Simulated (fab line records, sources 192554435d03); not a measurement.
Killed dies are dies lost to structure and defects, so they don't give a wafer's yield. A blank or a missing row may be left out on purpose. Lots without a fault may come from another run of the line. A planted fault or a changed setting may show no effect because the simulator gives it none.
A struck lot beside a sound one | flow n5_finfet | 27 steps out of a route of 1938
Sound: wafers L628.1, L628.2, L628.5. Struck: wafer L633.1. The cause comes at the end.
At each step with rows: each side's tool, then ch and its chambers, then its first start. Under that, the readings that differ: sound wafers | struck wafers | difference of the means | sigmas: that difference in standard deviations of wafers without a fault.
alike: readings whose means differ by less than 2 such deviations, and words and numbers that are the same on both sides. not compared: withheld readings, readings that some wafer has no value for, bounds like >300 that may hide the same value, and numbers for which the record gives no deviation and whose values overlap.
The two part at a step that has a row with sigmas, a row that says differs or no value, or rows on one side only. Numbers that don't overlap but have no deviation are shown without sigmas and don't part them. A reading that every wafer of one side lacks parts them only if that side has two wafers or more.

first, 6 steps without rows for these wafers: N5_DUMMY_GATE_COAT_09 (resist thk 30 nm); N5_DUMMY_GATE_EBR_11; N5_DUMMY_GATE_SOFTBAKE_10 (time 60 s); N5_DUMMY_GATE_EXPOSE_12 (exposes mask GATE, target cd 25 nm); N5_DUMMY_GATE_PEB_13 (peb time 60 s); N5_DUMMY_GATE_DEVELOP_14 (develop time 30 s).
N5_DUMMY_GATE_CD_MEAS_15: target cd 25.8 nm.
  sound on cd_sem-01 ch 0, day 6 07:49; struck on cd_sem-03 ch 0, day 7 10:56
  alike: cd_nm
N5_DUMMY_GATE_OVL_MEAS_16:
  sound on overlay-01 ch 0, day 6 07:52; struck on overlay-01 ch 0, day 7 10:59
  alike: GATE_OVL
N5_DUMMY_GATE_INSPECT_17: inspects for defects (brightfield).
  sound on defect_inspect-01, day 6 07:55; struck on defect_inspect-01, day 7 11:02
  alike: raw_defect_count
then, 1 step without rows for these wafers: N5_DUMMY_GATE_DESCUM_20 (chemistry O2, time 6.2 s).
N5_DUMMY_GATE_ETCH_29: etches underlayer in N2/H2, target depth 13 nm.
  sound on rie_diel-06 ch 0,2, day 6 08:08; struck on rie_diel-06 ch 0, day 7 11:10
  reading            | sound       | struck | difference | sigmas
  rf_fwd_power_W (W) | 836 826 825 | 837    | +8         | +2
  alike: drypump_motor_current_A, oes_product_au, rf_vpp_V, showerhead_plenum_p_Torr, throttle_valve_pct
  not compared: rf_hours_counter_h
then, 1 step without rows for these wafers: N5_DUMMY_GATE_ETCH_36 (etches SiARC in CF4, target depth 13 nm).
N5_DUMMY_GATE_ETCH_37: etches SOC in N2/H2, target depth 60 nm, overetch 30 nm.
  sound on rie_diel-06 ch 0,2, day 6 08:13; struck on rie_diel-06 ch 0, day 7 11:15
  reading                                       | sound             | struck | difference | sigmas
  rf_fwd_power_W (W)                            | 833 825 825       | 1037   | +209       | +60
  rf_vpp_V (V)                                  | 522.8 526.7 526.1 | 487.0  | -38.2      | -14
  model.SiARC_of_DUMMY_GATE_COAT_35.thk_nm (nm) | 5.2 5 5           | 4.6    | -0.5       |
  alike: drypump_motor_current_A, oes_product_au, showerhead_plenum_p_Torr, throttle_valve_pct
  not compared: rf_hours_counter_h
then, 2 steps without rows for these wafers: N5_DUMMY_GATE_STRIP_38 (strips in N2/H2); N5_DUMMY_GATE_STRIP_39 (strips in N2/H2).
N5_DUMMY_GATE_TRIM_49: chemistry O2, time 29 s, target cd 14 nm.
  sound on rie_si-01 ch 1,2, day 6 08:17; struck on rie_si-01 ch 1, day 7 11:20
  reading                     | sound          | struck | difference | sigmas
  drypump_motor_current_A (A) | 5.1 6.3 6.3    | 5.1    | -0.8       | -2
  model.DUMMY_GATE.cd_nm (nm) | 14.6 14.6 14.2 | 13.8   | -0.7       |
  alike: oes_product_au, throttle_valve_pct
  not compared: rf_hours_counter_h
N5_DUMMY_GATE_STRIP_40: strips in CF4.
  sound on rie_diel-06 ch 0,2,3, day 6 08:23; struck on rie_diel-02 ch 1, day 7 11:26
  alike: bias_power_w, drypump_motor_current_A, oes_product_au, power_w, rf_vpp_V, showerhead_plenum_p_Torr, throttle_valve_pct
  not compared: rf_hours_counter_h
N5_DUMMY_GATE_CD_MEAS_50: target cd 14 nm.
  sound on cd_sem-02, day 6 08:26; struck on cd_sem-02, day 7 11:29
  reading    | sound          | struck | difference | sigmas
  cd_nm (nm) | 14.5 14.0 14.2 | 13.6   | -0.6       | -2
N5_DUMMY_GATE_ETCH_31: etches SiO2 in C4F6/O2, target depth 82.5 nm, time 27.5 s.
  sound on rie_diel-02 ch 0,3, day 6 08:46; struck on rie_diel-03 ch 0, day 7 11:31
  reading                     | sound       | struck | difference | sigmas
  drypump_motor_current_A (A) | 5.6 6.0 5.6 | 6.7    | +1.0       | +2
  alike: oes_product_au, rf_fwd_power_W, rf_vpp_V, showerhead_plenum_p_Torr, throttle_valve_pct
  not compared: rf_hours_counter_h
N5_DUMMY_GATE_STRIP_41: strips in O2.
  sound on rie_diel-02 ch 0,3, day 6 08:48; struck on rie_diel-03 ch 0, day 7 11:34
  reading                     | sound       | struck | difference | sigmas
  drypump_motor_current_A (A) | 5.5 6.0 5.6 | 6.6    | +0.9       | +2
  alike: oes_product_au, rf_vpp_V, showerhead_plenum_p_Torr, throttle_valve_pct
  not compared: rf_hours_counter_h
then, 2 steps without rows for these wafers: N5_DUMMY_GATE_HM_OPEN_21 (chemistry CH3F/O2, target SiNx, target depth 120 nm, time 171.4 s); N5_DUMMY_GATE_ETCH_32 (etches SiO2 in CF4, target depth 3.5 nm, time 3.9 s).
N5_DUMMY_GATE_ETCH_23: etches poly-Si in HBr/Cl2/O2, target depth 41 nm, time 22.3 s.
  sound on rie_si-01 ch 0,1, day 6 09:02; struck on rie_si-01 ch 1, day 7 11:48
  alike: drypump_motor_current_A, oes_product_au, rf_fwd_power_W, throttle_valve_pct
  not compared: rf_hours_counter_h
then, 1 step without rows for these wafers: N5_DUMMY_GATE_ETCH_44 (etches poly-Si in HBr/O2, stops on SiO2, target depth 127.5 nm).
N5_DUMMY_GATE_CD_MEAS_24: target cd 15 nm.
  sound on cd_sem-01, day 6 09:12; struck on cd_sem-02, day 7 11:58
  alike: cd_nm
N5_DUMMY_GATE_ETCH_42: etches SiO2 in CHF3/O2, target depth 3.5 nm, time 31 s.
  sound on rie_diel-06 ch 2,3, day 6 09:16; struck on rie_diel-06 ch 1, day 7 12:01
  reading                     | sound          | struck | difference | sigmas
  model.DUMMY_GATE.cd_nm (nm) | 15.8 15.6 15.2 | 14.6   | -0.9       |
  alike: drypump_motor_current_A, oes_product_au, rf_fwd_power_W, rf_vpp_V, showerhead_plenum_p_Torr, throttle_valve_pct
  not compared: rf_hours_counter_h
then, 1 step without rows for these wafers: N5_DUMMY_GATE_STRIP_48 (strips in N2/H2, time 20 s).

WHERE THEY PART
First at N5_DUMMY_GATE_ETCH_29; last, within this record, at N5_DUMMY_GATE_STRIP_41. Later steps at which nothing parts them and some readings are alike: N5_DUMMY_GATE_ETCH_23, N5_DUMMY_GATE_CD_MEAS_24, N5_DUMMY_GATE_ETCH_42.

WHY: what the simulator had put in
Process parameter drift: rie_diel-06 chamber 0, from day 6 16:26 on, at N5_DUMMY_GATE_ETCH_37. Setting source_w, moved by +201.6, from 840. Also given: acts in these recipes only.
